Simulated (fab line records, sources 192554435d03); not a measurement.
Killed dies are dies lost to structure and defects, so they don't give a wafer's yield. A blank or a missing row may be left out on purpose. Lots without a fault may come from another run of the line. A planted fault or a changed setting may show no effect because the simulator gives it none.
fab line records | flow n5_finfet
record lots=15 wafers=45 last_day=17
route steps=1938 shown WELL_APT@24 PMOS_HMC_CHANNEL_EPI@71 FIN_SAQP@98
lots that met no fault: from a run of the same line without faults
start_h: hours from the record's first day to the start of the lot's first wafer shown | wait_h: hours since the lot's step before | " the same as in the row above | L1.1+2: a row that stands for several wafers | - no value, or no start given | * or withheld: withheld | < > ~ a bound
route shown NAME@n: a module of which the file shows steps, and the number in the route of the first | usual: mean/standard deviation of fault-free wafers | same: alike in all rows | chamber/n: place in a boat | sites: the reading at each site | _std_site: their standard deviation | _edge_site: outer sites' mean less inner sites' | radius_mm: how far each site lies from the wafer's centre | mask NAME#n: copy n | behind: the tool/chamber that last shaped the wafer | hold: why the lot was held/for how many hours/how that ended | device: the transistor (n, p or np) that didn't switch | end of line: the same wafers' tests at the end of the route | a step without rows: its recipe alone | killed: dies lost to structure and defects at the first sort, not the wafer's yield | map: a wafer's dies, x killed, . not, _ none there
set.NAME: the setting as run; set.NAME@STEP: as run at that earlier step | model.NAME: the simulator's own value behind a step, which no gauge read
steps of the route over a sample of lots; a table a step, a row a wafer
services: from which hour (start_h, from the record's first day; less than 0 if before it) a tool's chamber was out of use, for how many hours, and why
## steps
# step N5_WELL_APT_EXPOSE_05
# recipe mask_id=NWELL na=0.8 source_shape=conventional sigma_outer=0.8 polarization=unpolarized defocus_nm=0 target_cd_nm=200 dose_mj=20.3
# usual exposure_dose_mJ_cm2=20.286/0.024 focus_offset_nm=0.0/0.54
# columns lot.wafer tool chamber start_h wait_h mask exposure_dose_mJ_cm2 focus_offset_nm
L568.3 krf_scanner-01 0 19.62 - NWELL#0 20.253 0.1
L568.5 " 0 " " NWELL#0 20.263 0.1
L568.6 " 0 " " NWELL#0 20.251 0.3
L570.1 krf_scanner-01 0 31.84 - NWELL#0 20.298 0.3
L570.4 " 0 " " NWELL#0 20.348 0.5
L570.6 " 0 " " NWELL#0 20.299 -0.5
L571.1 krf_scanner-01 0 37.39 - NWELL#0 20.282 0.5
L571.2 " 0 " " NWELL#0 20.286 0.2
L571.3 " 0 " " NWELL#0 20.303 0.7
L572.2 krf_scanner-01 0 43.39 - NWELL#0 20.320 0.5
L572.3 " 0 " " NWELL#0 20.302 0.3
L572.5 " 0 " " NWELL#0 20.309 0.0
L575.3 krf_scanner-01 - 61.83 - NWELL#0 - -
L575.4 " - " " NWELL#0 - -
L575.5 " - " " NWELL#0 - -
L576.1 krf_scanner-02 - 67.72 - NWELL#0 - -
L576.3 " - " " NWELL#0 - -
L576.5 " - " " NWELL#0 - -
L577.1 krf_scanner-02 - 73.75 - NWELL#0 - -
L577.3 " - " " NWELL#0 - -
L577.5 " - " " NWELL#0 - -
L581.3 krf_scanner-02 0 97.40 - NWELL#0 20.327 0.7
L581.4 " 0 " " NWELL#0 20.296 1.0
L581.5 " 0 " " NWELL#0 20.280 0.8
L582.1 krf_scanner-01 0 103.54 - NWELL#0 20.285 0.4
L582.3 " 0 " " NWELL#0 20.265 -0.2
L582.4 " 0 " " NWELL#0 20.278 -0.1
L583.1 krf_scanner-02 0 109.51 - NWELL#0 20.309 -0.5
L583.2 " 0 " " NWELL#0 20.323 -0.6
L583.3 " 0 " " NWELL#0 20.311 -0.5
L584.1 krf_scanner-02 0 115.96 - NWELL#0 20.300 -0.2
L584.2 " 0 " " NWELL#0 20.309 0.4
L584.5 " 0 " " NWELL#0 20.302 -0.4
L586.1 krf_scanner-01 0 127.65 - NWELL#0 20.266 1.0
L586.2 " 0 " " NWELL#0 20.274 0.3
L586.5 " 0 " " NWELL#0 20.299 0.1
L587.2 krf_scanner-02 0 133.64 - NWELL#0 20.324 0.7
L587.3 " 0 " " NWELL#0 20.291 -0.2
L587.5 " 0 " " NWELL#0 20.305 0.2
L588.2 krf_scanner-01 0 139.86 - NWELL#0 20.271 -0.2
L588.4 " 0 " " NWELL#0 20.245 0.2
L588.6 " 0 " " NWELL#0 20.265 -0.2
L590.1 krf_scanner-01 0 151.53 - NWELL#0 20.275 -0.6
L590.2 " 0 " " NWELL#0 20.286 -0.6
L590.4 " 0 " " NWELL#0 20.247 -0.5
# step N5_PMOS_HMC_CHANNEL_EPI_STRIP_33
# recipe chemistry=N2/H2 power_w=500 temp_c=40 pressure_mtorr=50 rf_frequency_hz=6e+07 overash_fraction=0.3 bias_power_w=8 h2_frac=0.5 n2_flow_sccm=300 h2_flow_sccm=300
# usual drypump_motor_current_A=5.7/0.51 h2_flow_sccm=300.0/1 oes_product_au=0.76/0.068 rf_vpp_V=54.2/1.6 showerhead_plenum_p_Torr=3.36/0.12 throttle_valve_pct=19.1/0.39
# columns lot.wafer tool chamber start_h wait_h drypump_motor_current_A h2_flow_sccm oes_product_au rf_hours_counter_h rf_vpp_V showerhead_plenum_p_Torr throttle_valve_pct
L568.3 rie_diel-02 1 23.43 0.0 5.6 299.8 0.80 108 54.0 3.53 19.4
L568.5 " 2 " " 5.0 300.8 0.87 - 57.0 3.29 18.4
L568.6 " 3 " " 6.6 300.0 0.70 - 56.6 3.45 18.7
L570.1 rie_diel-02 3 36.05 0.0 6.6 300.3 0.70 216 55.6 3.45 18.7
L570.4 " 2 " " 5.1 301.4 0.87 45 53.6 3.29 18.4
L570.6 " 3 " " 6.6 301.6 0.71 - 55.1 3.45 18.7
L571.1 rie_diel-05 3 41.87 0.0 5.8 300.4 0.70 212 54.2 3.19 19.5
L571.2 " 2 " " 5.4 300.4 0.78 130 53.3 3.37 19.4
L571.3 " 0 " " 5.6 299.7 0.73 214 50.8 3.33 19.1
L572.2 rie_diel-06 0 47.28 0.0 5.7 298.9 0.95 3 52.8 3.45 18.7
L572.3 " 3 " " 6.6 300.5 0.87 41 54.6 3.29 18.7
L572.5 " 3 " " 6.6 300.8 0.89 - 54.5 3.29 18.6
L581.3 rie_diel-02 1 101.51 0.0 5.5 300.4 0.79 132 53.9 3.51 19.4
L581.4 " 3 " " 6.6 298.4 0.67 236 53.2 3.44 18.8
L581.5 " 2 " " 5.1 300.0 0.82 - 51.6 3.28 18.4
L582.1 rie_diel-05 0 107.57 0.0 5.6 299.1 0.71 237 57.1 3.32 19.1
L582.3 " 2 " " 5.4 299.2 0.74 154 54.6 3.36 19.5
L582.4 " 3 " " 5.7 299.6 0.69 230 54.6 3.18 19.5
L583.1 rie_diel-02 3 113.73 0.0 6.7 301.2 0.69 239 54.4 3.44 18.8
L583.2 " 1 " " 5.5 299.0 0.78 135 54.1 3.51 19.4
L583.3 " 0 " " 5.1 299.6 0.68 249 52.7 3.18 19.4
L584.1 rie_diel-06 2 125.38 0.0 6.6 300.8 0.78 135 55.7 3.36 18.6
L584.2 " 1 " " 5.5 300.8 0.76 164 56.2 3.22 19.2
L584.5 " 1 " " 5.5 300.8 0.75 - 51.3 3.22 19.2
L586.1 rie_diel-02 3 131.96 0.0 6.6 300.0 0.67 245 54.0 3.44 18.8
L586.2 " 2 " " 5.1 301.2 0.82 73 54.8 3.27 18.5
L586.5 " 1 " " 5.6 301.3 0.77 - 55.6 3.51 19.4
L587.2 rie_diel-05 1 139.33 0.0 5.8 299.1 0.75 165 54.9 3.49 19.5
L587.3 " 2 " " 5.4 300.6 0.75 164 56.0 3.36 19.5
L587.5 " 3 " " 5.7 299.1 0.69 - 57.1 3.17 19.5
L588.2 rie_diel-06 3 143.93 0.0 6.6 300.8 0.84 68 55.1 3.28 18.7
L588.4 " 1 " " 5.5 300.7 0.74 170 53.3 3.22 19.2
L588.6 " 3 " " 6.6 300.7 0.84 - 54.7 3.28 18.7
L590.1 rie_diel-05 1 155.44 0.0 5.9 300.0 0.74 170 56.2 3.49 19.5
L590.2 " 3 " " 5.7 300.4 0.68 245 52.1 3.17 19.5
L590.4 " 0 " " 5.6 300.8 0.69 249 54.1 3.31 19.2
# step N5_FIN_SAQP_PECVD_47
# recipe material=a-Si target_thk_a=450 temp_c=400 precursor=SiH4/He pressure_torr=3 rf_w=100 time_s=36.3
# usual heater_power_w=750/78 showerhead_plenum_p_Torr=5.67/0.041 showerhead_vpp_V=623/17 throttle_valve_pct=18.4/0.81
# columns lot.wafer tool chamber start_h wait_h heater_power_w showerhead_plenum_p_Torr showerhead_vpp_V throttle_valve_pct
L568.3 pecvd-01 2 27.17 0.0 591 5.71 615 17.7
L568.5 " 2 " " 603 5.69 611 17.7
L568.6 " 1 " " 697 5.66 630 18.5
L570.1 pecvd-04 2 39.35 0.0 717 5.69 634 19.3
L570.4 " 0 " " 822 5.64 594 17.4
L570.6 " 1 " " 774 5.63 634 19.3
L571.1 pecvd-04 2 45.14 0.0 773 5.68 617 19.3
L571.2 " 0 " " 884 5.64 593 17.3
L571.3 " 1 " " 719 5.62 627 19.1
L572.2 pecvd-02 2 50.69 0.0 890 5.68 602 16.5
L572.3 " 1 " " 803 5.71 640 18.7
L572.5 " 2 " " 880 5.69 614 16.7
L581.3 pecvd-04 2 106.01 0.0 662 5.69 625 19.2
L581.4 " 1 " " 751 5.64 634 19.3
L581.5 " 0 " " 901 5.64 586 17.7
L582.1 pecvd-01 0 110.98 0.0 746 5.68 638 18.2
L582.3 " 2 " " 616 5.70 612 18.0
L582.4 " 1 " " 705 5.67 634 18.1
L583.1 pecvd-01 1 118.18 0.0 682 5.68 634 18.4
L583.2 " 2 " " 663 5.71 612 18.0
L583.3 " 0 " " 756 5.67 639 18.3
L584.1 pecvd-01 0 130.39 0.0 749 5.69 658 17.9
L584.2 " 1 " " 668 5.66 631 18.3
L584.5 " 2 " " 657 5.70 614 17.7
L586.1 pecvd-01 2 139.30 0.0 637 5.71 613 17.5
L586.2 " 1 " " 660 5.68 630 18.3
L586.5 " 0 " " 708 5.70 650 18.3
L587.2 pecvd-04 2 143.24 0.0 752 5.70 610 19.6
L587.3 " 1 " " 696 5.64 634 19.2
L587.5 " 2 " " 762 5.68 623 19.6
L588.2 pecvd-01 2 147.48 0.0 681 5.70 611 18.1
L588.4 " 2 " " 650 5.72 618 18.2
L588.6 " 1 " " 706 5.68 630 18.4
L590.1 pecvd-01 0 159.57 0.0 745 5.66 641 18.0
L590.2 " 2 " " 670 5.71 616 17.8
L590.4 " 0 " " 746 5.68 637 18.2
# step N5_FIN_SAQP_ETCH_52
# recipe chemistry=N2/H2 target=SOC target_depth_a=1000 overetch_a=200 mask_material=SiARC temp_c=40 time_s=150 ion_energy_ev=200 pressure_mtorr=30 source_w=840 bias_w=150 n2_flow_sccm=200 h2_flow_sccm=200 ends=end_point
# usual bias_w=150.0/0.46 drypump_motor_current_A=5.9/0.4 h2_flow_sccm=200.1/0.63 oes_product_au=0.68/0.063 rf_vpp_V=524.4/2 showerhead_plenum_p_Torr=2.56/0.064 throttle_valve_pct=17.96/0.16
# columns lot.wafer tool chamber start_h wait_h bias_w drypump_motor_current_A h2_flow_sccm oes_product_au rf_hours_counter_h rf_vpp_V showerhead_plenum_p_Torr throttle_valve_pct
L568.3 rie_diel-03 2 28.47 0.0 149.8 5.8 199.0 0.68 126 525.2 2.56 17.90
L568.5 " 1 " " 150.0 6.0 200.2 0.65 - 522.7 2.53 18.19
L568.6 " 2 " " 149.8 5.8 198.9 0.68 - 523.6 2.56 17.91
L570.1 rie_diel-01 0 40.29 0.0 150.3 6.4 201.1 0.61 237 521.6 2.40 18.24
L570.4 " 3 " " 150.8 6.1 200.4 0.86 1 527.2 2.60 17.81
L570.6 " 0 " " 150.8 6.5 200.8 0.60 - 520.0 2.40 18.24
L571.1 rie_diel-04 0 46.01 0.0 149.4 5.4 199.9 0.65 186 522.4 2.53 17.89
L571.2 " 1 " " 149.9 5.7 199.6 0.73 98 527.7 2.68 18.09
L571.3 " 3 " " 149.1 6.1 201.4 0.64 213 524.2 2.52 17.98
L572.2 rie_diel-01 0 51.47 0.0 150.5 6.5 200.0 0.60 241 520.2 2.40 18.22
L572.3 " 1 " " 150.2 6.7 201.3 0.68 149 523.7 2.54 18.09
L572.5 " 2 " " 150.7 5.8 200.2 0.73 - 524.9 2.57 17.68
L581.3 rie_diel-04 2 106.73 0.0 149.6 5.2 200.2 0.66 165 523.4 2.53 18.05
L581.4 " 3 " " 149.8 6.1 201.2 0.63 229 523.9 2.51 18.02
L581.5 " 3 " " 149.7 6.1 200.3 0.64 - 524.3 2.51 18.02
L582.1 rie_diel-01 2 111.82 0.0 149.2 5.9 199.6 0.70 122 525.3 2.56 17.71
L582.3 " 3 " " 150.0 6.1 200.2 0.79 30 525.3 2.59 17.87
L582.4 " 1 " " 150.1 6.6 199.1 0.66 178 523.7 2.53 18.13
L583.1 rie_diel-01 2 125.67 0.0 149.2 5.9 201.2 0.70 126 523.5 2.56 17.71
L583.2 " 3 " " 150.4 6.1 199.4 0.78 35 525.6 2.59 17.87
L583.3 " 0 " " 150.0 6.4 198.8 0.83 12 528.9 2.71 17.81
L584.1 rie_diel-04 2 131.11 0.0 150.0 5.2 200.4 0.66 171 523.4 2.53 18.06
L584.2 " 1 " " 150.0 5.7 199.4 0.70 121 526.6 2.67 18.15
L584.5 " 2 " " 150.5 5.1 200.0 0.66 - 523.7 2.53 18.06
L586.1 rie_diel-04 1 140.02 0.0 150.8 5.7 200.2 0.71 125 528.4 2.67 18.15
L586.2 " 3 " " 149.8 6.1 200.2 0.63 240 522.2 2.51 18.03
L586.5 " 1 " " 150.4 5.7 200.1 0.70 - 527.0 2.67 18.15
L587.2 rie_diel-04 0 144.03 0.0 150.3 5.4 199.7 0.63 214 523.5 2.52 17.93
L587.3 " 1 " " 149.7 5.7 200.9 0.71 126 528.1 2.67 18.14
L587.5 " 1 " " 149.6 5.7 200.1 0.71 - 526.0 2.67 18.15
L588.2 rie_diel-01 3 148.40 0.0 150.2 6.1 199.4 0.78 43 525.7 2.58 17.89
L588.4 " 1 " " 149.8 6.6 200.2 0.65 189 524.9 2.53 18.17
L588.6 " 2 " " 150.9 5.9 199.0 0.69 - 524.0 2.55 17.75
L590.1 rie_diel-03 2 160.78 0.0 149.4 5.8 199.9 0.64 175 522.5 2.54 17.99
L590.2 " 3 " " 150.0 6.2 199.4 0.63 228 523.6 2.51 17.93
L590.4 " 3 " " 149.2 6.2 199.9 0.63 - 522.1 2.51 17.92
## services
# columns tool chamber start_h hours kind
krf_scanner-02 - 8.12 4.0 pm
krf_scanner-01 - 24.43 1.3 pm
rie_diel-05 1 25.52 5.6 repair
krf_scanner-01 - 25.91 0.8 pm
krf_scanner-02 - 26.25 0.2 repair
krf_scanner-02 - 33.69 1.3 pm
krf_scanner-01 - 34.37 0.5 repair
rie_diel-05 1 35.94 9.7 repair
krf_scanner-01 - 41.43 1.0 pm
rie_diel-04 2 44.97 6.9 repair
pecvd-04 - 56.13 2.8 pm
rie_diel-04 - 59.15 0.5 repair
krf_scanner-02 - 59.65 0.8 pm
rie_diel-04 - 63.20 14.6 pm
rie_diel-02 1 79.45 2.7 repair
rie_diel-02 0 89.49 2.7 repair
krf_scanner-01 - 97.23 4.0 pm
krf_scanner-02 - 101.25 1.0 pm
krf_scanner-01 - 112.94 3.8 repair
rie_diel-02 2 113.09 5.5 repair
rie_diel-02 3 114.85 2.7 repair
rie_diel-01 1 121.10 5.2 repair
krf_scanner-02 - 127.14 2.6 repair
krf_scanner-01 - 155.17 0.2 repair
## key
first_sign step=N5_WELL_APT_EXPOSE_05 reading=tool_record direction=missing
effect none on later readings
met_at N5_WELL_APT_EXPOSE_05
struck_lots L575,L576,L577
later_rows_left_out L575.3,L575.4,L575.5,L576.1,L576.3,L576.5,L577.1,L577.3,L577.5
sort_left_out L575.3,L575.4,L575.5,L576.1,L576.3,L576.5,L577.1,L577.3,L577.5
not_acting_at N5_PMOS_HMC_CHANNEL_EPI_STRIP_33,N5_FIN_SAQP_PECVD_47,N5_FIN_SAQP_ETCH_52
onset_between 43.39 61.83
fault kind=skipped_step_whole tool=krf_scanner-01,krf_scanner-02 chamber=- onset_h=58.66 steps=N5_WELL_APT_EXPOSE_05 scope=struck_lots_only
# sort_left_out: the simulated sort isn't trusted on such a fault, so these wafers' sort isn't shown, and their yield isn't known
# later_rows_left_out: the simulator's readings of these wafers behind a module that went badly wrong aren't trusted and aren't shown, but for the sort
